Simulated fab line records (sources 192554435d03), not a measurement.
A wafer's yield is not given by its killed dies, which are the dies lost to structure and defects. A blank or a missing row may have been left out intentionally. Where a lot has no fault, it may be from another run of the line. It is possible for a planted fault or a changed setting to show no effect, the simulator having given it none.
The same fault as seen by 2 desks :: flow n5Finfet :: every desk sees just its own numbers, and what lay behind them comes last
Where a reading is given only as a bound, like >300, the bound stands for it, and a mean or a difference that rests on one is marked > or <: the true number lies beyond.

THE DEFECT DESK
For each lot, the counts of the inspections along the route, averaged over the sampled wafers that have a number. Any lot whose mean is over 4 standard deviations away from the usual mean is out of limits and marked OUT; that distance is given in the brackets.
Columns: A = rawDefectCount at N5_HKMG_FIN_INSPECT_14, usual 2.3
lot: L199
first seen here: day 4 09:19
A: 1.3

lot: L201
first seen here: day 4 16:35
A: 2.3

lot: L203
first seen here: day 5 05:33
A: 3.3

lot: L205
first seen here: day 5 18:23
A: 4.0

lot: L206
first seen here: day 5 23:58
A: 2.0

lot: L209
first seen here: day 6 18:20
A: >101 (>+70) OUT

lot: L214
first seen here: day 7 23:17
A: 1.3

lot: L216
first seen here: day 8 11:51
A: 2.3

lot: L218
first seen here: day 9 01:38
A: 1.7
This desk's finding: out of limits on L209; first on L209, day 6 18:20 (rawDefectCount at N5_HKMG_FIN_INSPECT_14). L199, L201, L203, L205, L206, L214, L216, L218 stayed within limits.

AT THE METROLOGY DESK
What the gauges read, lot by lot, whatever tool the lot ran on: means of the sampled wafers that have a number. Any lot whose mean is over 4 standard deviations away from the usual mean is out of limits and marked OUT; that distance is given in the brackets. It has 12 readings; the 7 that lie furthest out on some lot are the ones shown.
Columns: A = cdNm at N5_HKMG_FIN_CD_MEAS_12, usual 92.7 nm; B = IOFF_N at N5_BEOL_M4_RC_MEAS_101, usual 0.157 nA/um; C = IOFF_P at N5_BEOL_M4_RC_MEAS_101, usual 0.22 nA/um; D = ION_N at N5_BEOL_M4_RC_MEAS_101, usual 675 uA/um; E = SS_P at N5_BEOL_M4_RC_MEAS_101, usual 73.3 mV/dec; F = VT_N at N5_BEOL_M4_RC_MEAS_101, usual 249.8 mV; G = VT_P at N5_BEOL_M4_RC_MEAS_101, usual -249 mV
lot: L199
first seen here: day 4 08:31
A: 92.7
B: 0.152
C: 0.21
D: 673
E: 72.8
F: 249.3
G: -251

lot: L201
first seen here: day 4 15:47
A: 93.0
B: 0.132
C: 0.17
D: 665
E: 72.1
F: 252.3
G: -254

lot: L203
first seen here: day 5 04:45
A: 93.1
B: 0.176
C: 0.24
D: 690
E: 73.0
F: 248.1
G: -248

lot: L205
first seen here: day 5 17:14
A: 92.5
B: 0.144
C: 0.19
D: 675
E: 73.1
F: 252.3
G: -252

lot: L206
first seen here: day 5 23:10
A: 93.1
B: 0.151
C: 0.19
D: 671
E: 72.5
F: 248.6
G: -250

lot: L209
first seen here: day 6 17:24
A: 92.0
B: 0.168
C: 0.22
D: 682
E: 73.6
F: 249.3
G: -248

lot: L214
first seen here: day 7 22:22
A: 93.4
B: 0.148
C: 0.22
D: 676
E: 72.9
F: 251.8
G: -249

lot: L216
first seen here: day 8 10:55
A: 93.4
B: 0.143
C: 0.23
D: 679
E: 73.5
F: 251.6
G: -248

lot: L218
first seen here: day 9 00:49
A: 93.0
B: 0.123
C: 0.18
D: 657
E: 73.0
F: 254.5
G: -251
This desk found nothing out of limits on any of the 9 lots.

PUT TOGETHER
The defect desk could have raised an alarm at day 6 18:20, on L209.
From the metrology desk's view, nothing was out of limits.
The metrology desk has L209 on record, within its limits.
The lots listed all ran N5_HKMG_FIN_WET_ETCH_82 on wetBench-01.

WHAT HAD BEEN PUT IN BY THE SIMULATOR
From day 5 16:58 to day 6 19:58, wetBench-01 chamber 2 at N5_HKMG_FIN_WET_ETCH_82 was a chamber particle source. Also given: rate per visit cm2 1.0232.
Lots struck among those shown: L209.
Hours from the fault's start to each desk's first reading out of limits: the defect desk, 25.
